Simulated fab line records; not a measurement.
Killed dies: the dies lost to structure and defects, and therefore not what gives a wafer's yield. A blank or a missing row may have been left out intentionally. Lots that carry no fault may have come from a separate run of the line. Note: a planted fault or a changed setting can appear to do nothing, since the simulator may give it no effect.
Problem report, 8D (eight disciplines) form, completed by code ; flow n5-finfet ; the parts of the form that need people (team, actions taken, sign-off) are left out

1. PROBLEM STATEMENT
Mean of spin-speed-rpm at N5_BEOL_M13_COAT_66: 1601.1 rpm across 9 wafers in 3 lots; on wafers with no fault it is 1499.7 rpm (standard deviation 0.87). That is +99 or more standard deviations from the usual mean.
The step: time 60 s, resist thk 110 nm.
First observed at day 11 19:14: wafer L390.2, on litho-track-01. The record has a number at this step for 36 wafers belonging to 12 lots. Rule for "out", or "out of limits": more than 4 standard deviations from the usual mean. The rest of the wafers with a number are treated as sound.

2. WHAT IT IS; WHAT IT IS NOT
question;is;is not
which readings at this step;spin-speed-rpm;heater-power-total-W
which lots;L390, L392, L393;L388, L391, L394, L395, L399, L403, L404, L407, L408
which wafers of those lots;all that have a number;-
read on which tools;litho-track-01;litho-track-03, litho-track-05
when;from day 11 19:14;"up to then (3 sound wafers); but 24 sound wafers of L391, L394, L395, L399, L403, L404, L407, L408 came after"

3. WHAT RULES OUT EACH SUSPECT
Counting: a tool at a process step up to the reading stays a suspect if it ran every lot that is out and no sound lot after the first of them.
- litho-track-01 at N5_BEOL_M13_COAT_66 (time 60 s, resist thk 110 nm): kept. All lots that are out passed through it, beginning with L390 at day 11 19:14, and no sound lot followed; its final sound lot before that point was L388 at day 11 03:35. Out on those wafers are its own readings of spin-speed-rpm.
Remaining after the count: litho-track-01 at N5_BEOL_M13_COAT_66.

4. THE CAUSE (what the simulator had put in)
Process parameter drift: litho-track-01, from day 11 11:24 on, at N5_BEOL_M13_COAT_66. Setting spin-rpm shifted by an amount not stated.
This tool alone remained once counting was done.

5. SEQUENCE OF EFFECTS, ordered by route
Rows list readings where the struck wafers' mean (over those with a number) sits beyond 3 standard deviations from the usual. Readings are gone through only where the record gives a usual standard deviation; hours: the median, over the lots, of the time from a lot's start at the first step in this table giving one to that lot's start at this step; sigmas: the change measured in usual standard deviations.
hours;step;reading;usual;on struck wafers;change;sigmas
0;N5_BEOL_M13_COAT_66;spin-speed-rpm;1499.7 rpm;1601.1;+101.4;+99 or more
Its process steps:
- N5_BEOL_M13_COAT_66: time 60 s, resist thk 110 nm.

6. WHAT WOULD HAVE CAUGHT IT SOONER
8 hours passed between the start of the fault at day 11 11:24 and the first reading out of limits in this record, taken at day 11 19:14.
